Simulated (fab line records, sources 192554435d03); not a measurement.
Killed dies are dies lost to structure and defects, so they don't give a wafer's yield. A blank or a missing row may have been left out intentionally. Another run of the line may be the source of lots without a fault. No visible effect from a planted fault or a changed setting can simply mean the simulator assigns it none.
Matching of chambers    flow n5Finfet    aldSin-03 running N5_BEOL_M0_SAQP_SPACER1_ALD_98: 4 sister chambers
The step deposits SiO2, target thk 12.8 nm, pulse time 1 s, purge time 2 s. 8 wafers are shown with their chamber, then 12 later ones without.

## EACH WAFER AND ITS CHAMBER
wafer   chamber  heaterPowerW (W)  precursorPulseHeightRel
L083.5  1        440               1.018
L086.3  2        416               1.030
L087.2  3        440               0.987
L087.4  0        514               1.009
L087.6  3        443               1.000
L088.3  2        418               1.006
L088.5  1        440               1.015
L088.6  0        525               1.001

## WAFERS WITH NO CHAMBER GIVEN
wafer   heaterPowerW (W)  precursorPulseHeightRel
L091.1  437               0.989
L091.2  439               1.013
L091.6  424               0.964
L092.3  434               1.020
L092.5  428               1.004
L092.6  437               0.983
L094.2  509               0.997
L094.3  439               1.001
L094.6  432               1.040
L097.2  499               1.006
L097.3  427               1.015
L097.5  450               0.981

## THE CHAMBER EACH PASSED THROUGH
wafer   from the rows above           in truth
L091.1  can't be placed: 3 or 1       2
L091.2  can't be placed: 1 or 3       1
L091.6  can't be placed: 3 or 2 or 1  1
L092.3  can't be placed: 1 or 3       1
L092.5  can't be placed: 2 or 1 or 3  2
L092.6  can't be placed: 3 or 1       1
L094.2  0                             0
L094.3  can't be placed: 3 or 1       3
L094.6  can't be placed: 1 or 2       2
L097.2  0                             0
L097.3  can't be placed: 2 or 1 or 3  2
L097.5  can't be placed: 3 or 1       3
Correctly placed: 2 of 12. Cannot be placed on the basis of these rows: 10; the candidates contain the true chamber in 9. Number placed wrongly: 0.
How it was worked out, from the rows above alone: a wafer's distance from a chamber is the root of the sum, over the readings, of the square of ((its reading less the chamber's mean) divided by the reading's scatter). If the next closest chamber is less than 2 further off than the closest, the wafer can't be placed; otherwise it belongs to the closest. The mean given for a chamber averages the wafers shown for that chamber. The scatter is the square root of a quotient: the sum, over the shown wafers, of each reading's squared deviation from its chamber's mean, divided by wafers minus chambers.
